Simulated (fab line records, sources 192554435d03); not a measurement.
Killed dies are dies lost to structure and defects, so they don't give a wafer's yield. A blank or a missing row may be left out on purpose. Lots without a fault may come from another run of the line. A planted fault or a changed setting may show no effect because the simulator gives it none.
A struck lot beside a sound one | flow n5_finfet | 35 steps out of a route of 1938
Sound: wafers L275.1, L275.2, L275.6. Struck: wafer L270.3. (L270.6 of the same lot was not struck and is left out.) The cause comes at the end.
At each step with rows: each side's tool, then ch and its chambers, then its first start. Under that, the readings that differ: sound wafers | struck wafers | difference of the means | sigmas: that difference in standard deviations of wafers without a fault.
alike: readings whose means differ by less than 2 such deviations, and words and numbers that are the same on both sides. not compared: withheld readings, readings that some wafer has no value for, bounds like >300 that may hide the same value, and numbers for which the record gives no deviation and whose values overlap.
The two part at a step that has a row with sigmas, a row that says differs or no value, or rows on one side only. Numbers that don't overlap but have no deviation are shown without sigmas and don't part them. A reading that every wafer of one side lacks parts them only if that side has two wafers or more.

first, 9 steps without rows for these wafers: N5_WELL_APT_HARDBAKE_12 (time 120 s); N5_WELL_APT_DESCUM_13 (chemistry O2, time 7.9 s); N5_WELL_APT_IMPLANT_14; N5_WELL_APT_IMPLANT_15; N5_WELL_APT_STRIP_16 (strips in SPM, time 900 s); N5_WELL_APT_HMDS_18 (time 60 s); N5_WELL_APT_COAT_19 (resist thk 950 nm); N5_WELL_APT_EBR_21; N5_WELL_APT_SOFTBAKE_20 (time 60 s).
N5_WELL_APT_EXPOSE_22: exposes mask PWELL, defocus 0 nm, target cd 200 nm.
  sound on krf_scanner-02 ch 0, day 5 15:38; struck on krf_scanner-01 ch 0, day 4 08:41
  alike: mask
then, 3 steps without rows for these wafers: N5_WELL_APT_PEB_23 (peb time 90 s); N5_WELL_APT_DEVELOP_24 (develop time 45 s); N5_WELL_APT_HARDBAKE_29 (time 120 s).
N5_WELL_APT_CD_MEAS_25: target cd 200 nm.
  sound on cd_sem-01 ch 0, day 5 15:48; struck on cd_sem-03 ch 0, day 4 08:52
  reading    | sound             | struck | difference | sigmas
  cd_nm (nm) | 201.1 202.1 200.2 | 176.7  | -24.4      | -12
N5_WELL_APT_DESCUM_30: chemistry O2, time 7.9 s.
  sound on rie_diel-02 ch 2,3, day 5 16:08; struck on rie_diel-02 ch 3, day 4 09:05
  reading                   | sound             | struck | difference | sigmas
  model.WELL_APT.cd_nm (nm) | 201.2 202.2 200.5 | 176.7  | -24.6      |
  alike: bias_power_w, drypump_motor_current_A, oes_product_au, rf_vpp_V, showerhead_plenum_p_Torr, throttle_valve_pct
  not compared: rf_hours_counter_h
then, 18 steps without rows for these wafers: N5_WELL_APT_IMPLANT_31; N5_WELL_APT_IMPLANT_32; N5_WELL_APT_STRIP_33 (strips in SPM, time 900 s); N5_WELL_APT_RTA_34 (time 10 s); N5_WELL_APT_OXIDE_STRIP_42 (strips SiO2 in dHF, time 45 s, target depth 12 nm); N5_WELL_APT_PRECLEAN_36 (cleans in O3/DIW, time 45 s); N5_WELL_APT_PRECLEAN_39 (cleans in dHF, time 60 s); N5_WELL_APT_SRD_37 (time 30 s); N5_WELL_APT_EPI_41 (deposits Si from SiH4/H2, target thk 50 nm, time 297.7 s); N5_PMOS_HMC_CHANNEL_EPI_HM_DEP_34 (deposits SiO2 from TEOS/O2, target thk 36 nm, time 6.9 s); N5_PMOS_HMC_CHANNEL_EPI_COAT_31 (time 60 s, resist thk 66 nm); N5_PMOS_HMC_CHANNEL_EPI_COAT_03 (resist thk 205 nm); N5_PMOS_HMC_CHANNEL_EPI_EBR_05; N5_PMOS_HMC_CHANNEL_EPI_SOFTBAKE_04 (time 60 s); N5_PMOS_HMC_CHANNEL_EPI_EXPOSE_06 (exposes mask PMOS HMC BLK, target cd 240 nm); N5_PMOS_HMC_CHANNEL_EPI_PEB_07 (peb time 60 s); N5_PMOS_HMC_CHANNEL_EPI_DEVELOP_08 (develop time 30 s); N5_PMOS_HMC_CHANNEL_EPI_DESCUM_14 (chemistry O2, time 7.9 s).
-- the record jumps here: 7 days lie between the struck wafers' starts before and after (it left off in module PMOS_HMC_CHANNEL_EPI and takes up again in module BEOL_M4, whose first step shown is number 1111 of the route) --
N5_BEOL_M4_RC_MEAS_101:
  sound on prober-02 ch 0, day 12 15:31; struck on prober-01 ch 0, day 10 22:16
  alike: DIBL_N, DIBL_P, IOFF_N, IOFF_P, ION_N, ION_P, SS_N, SS_P, VT_N, VT_P
-- the record jumps here: 4 days lie between the struck wafers' starts before and after (it left off in module BEOL_M4 and takes up again in module PASSIVATION, whose first step shown is number 1936 of the route) --
N5_PASSIVATION_PROBE_49:
  the record has rows for the struck wafers here (prober-02, day 15 09:11) and none for the sound ones

WHERE THEY PART
First at N5_WELL_APT_CD_MEAS_25; last, within this record, at N5_PASSIVATION_PROBE_49.

WHY: what the simulator had put in
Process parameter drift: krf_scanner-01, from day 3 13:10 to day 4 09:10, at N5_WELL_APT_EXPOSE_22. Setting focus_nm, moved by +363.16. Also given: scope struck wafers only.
